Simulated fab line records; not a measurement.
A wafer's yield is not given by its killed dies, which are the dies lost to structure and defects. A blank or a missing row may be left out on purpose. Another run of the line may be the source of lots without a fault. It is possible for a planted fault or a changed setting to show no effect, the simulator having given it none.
Code-filled problem report in 8D (eight disciplines) form / flow n5_finfet / the parts of the form that need people (team, actions taken, sign-off) are left out
Where a reading is given only as a bound, like >300, the bound stands for it, and a mean or a difference that rests on one is marked > or <: the true number lies beyond.

== 1. WHAT WENT WRONG ==
raw_defect_count at N5_HKMG_FIN_INSPECT_14 reads a mean of >300 on 1 wafer of 1 lot; wafers without a fault read 1.9 with a standard deviation of 1.3. That is +99 or more standard deviations from the usual mean.
The step: inspects for defects (macro).
Earliest sighting: wafer L718.6 on defect_inspect-01 at day 6 23:38. The record has a number at this step for 27 wafers belonging to 9 lots. By rule, "out" or "out of limits" means more than 4 standard deviations away from the usual mean. All remaining wafers that have a number are taken as sound.

== 2. WHAT IT IS AND WHAT IT IS NOT ==
question=which readings at this step | is=raw_defect_count | is not=-
question=which lots | is=L718 | is not=L708, L710, L711, L713, L715, L727, L729, L730
question=which wafers of those lots | is=L718.6 | is not=L718.1, L718.4
question=read on which gauges | is=defect_inspect-01 | is not=defect_inspect-02
question=when | is=from day 6 23:38 | is not=up to then (17 sound wafers); but 9 sound wafers of L727, L729, L730 came after

== 3. THE SUSPECTS, EACH WITH WHAT RULES IT OUT ==
Counting: any tool at a process step up to the reading remains a suspect provided it ran every lot that is out. Sound lots after the first of them don't rule it out here, since some wafers of a struck lot are sound.
- the gauge at N5_HKMG_FIN_INSPECT_14 has been ruled out. All the wafers that are out were read on defect_inspect-01, but those of them that N5_PASSIVATION_PROBE_49 has rows for are out there too, on other tools.
- rie_diel-05 at N5_HKMG_FIN_ETCH_58 (etches SOC in N2/H2, target depth 215.8 nm, time 741 s): kept. The lot that is out, L718, ran on it at day 6 20:35; the last sound lot it ran before that was L713, at day 5 14:14.
- thermal_cvd_si-01 at N5_HKMG_FIN_CVD_62 (deposits a-Si from Si2H6, target thk 3 nm, time 20.8 s): kept. The lot that is out, L718, ran on it at day 6 22:01; the last sound lot it ran before that was L713, at day 5 15:40.
- At N5_HKMG_FIN_ETCH_58 on rie_diel-05, chamber 2 took the sound wafers of the same lots and chamber 1 took the wafers that are out.
- At N5_HKMG_FIN_CVD_62 on thermal_cvd_si-01, chamber 1 took the sound wafers of the same lots and chamber 0 took the wafers that are out.
Remaining after the count are rie_diel-05 at N5_HKMG_FIN_ETCH_58 and thermal_cvd_si-01 at N5_HKMG_FIN_CVD_62.

== 4. THE CAUSE (what the simulator had put in) ==
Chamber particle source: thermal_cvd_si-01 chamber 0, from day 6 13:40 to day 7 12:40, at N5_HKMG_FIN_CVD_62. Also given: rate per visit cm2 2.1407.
Of the 2 suspects that counting leaves, this tool is one.

== 5. SEQUENCE OF EFFECTS, ordered by route ==
Each row: a reading where the mean over the struck wafers with a number is more than 3 standard deviations away from the usual. Only readings whose record carries a usual standard deviation are examined. hours: median over the lots of the time between each lot's start at the first step of this table that gives one and its start at this step. sigmas: the change, counted in usual standard deviations.
hours=0; step=N5_HKMG_FIN_INSPECT_14; reading=raw_defect_count; usual=1.9; on struck wafers=>300; change=>+298; sigmas=+99 or more
hours=264; step=N5_PASSIVATION_PROBE_49; reading=defect_limited_yield; usual=90.9 %; on struck wafers=77.8; change=-13.1; sigmas=-9.4
hours=264; step=N5_PASSIVATION_PROBE_49; reading=killed_at_front_end; usual=38; on struck wafers=181; change=+143; sigmas=+13
hours=264; step=N5_PASSIVATION_PROBE_49; reading=killed_dies; usual=107; on struck wafers=262; change=+155; sigmas=+9.7
hours=264; step=N5_PASSIVATION_PROBE_49; reading=sort_bin_5_function; usual=5.3 %; on struck wafers=13.1; change=+7.8; sigmas=+8.3
hours=264; step=N5_PASSIVATION_PROBE_49; reading=sort_n_pass; usual=1073; on struck wafers=918; change=-155; sigmas=-9.7
hours=264; step=N5_PASSIVATION_PROBE_49; reading=sort_yield_pct; usual=90.9 %; on struck wafers=77.8; change=-13.1; sigmas=-9.4
Its process steps:
- N5_PASSIVATION_PROBE_49
At these later measuring or inspecting steps, every struck wafer for which the step has a row has a number for every such reading, and none has moved that far: N5_BEOL_M4_RC_MEAS_101.

== 6. HOW IT WOULD HAVE BEEN CAUGHT EARLIER ==
The first out-of-limits reading at a measuring or inspecting step in this record came at day 6 23:38, 10 hours after the fault's start at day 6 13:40.
No tool reading at N5_HKMG_FIN_CVD_62 that has a usual standard deviation in the record was out on any struck wafer, so an alarm limit of 4 standard deviations on those readings would not have fired.
Lots out: 1; all had begun N5_HKMG_FIN_CVD_62 on thermal_cvd_si-01 by day 6 23:38. Holding the tool at that point would not have protected any of them.
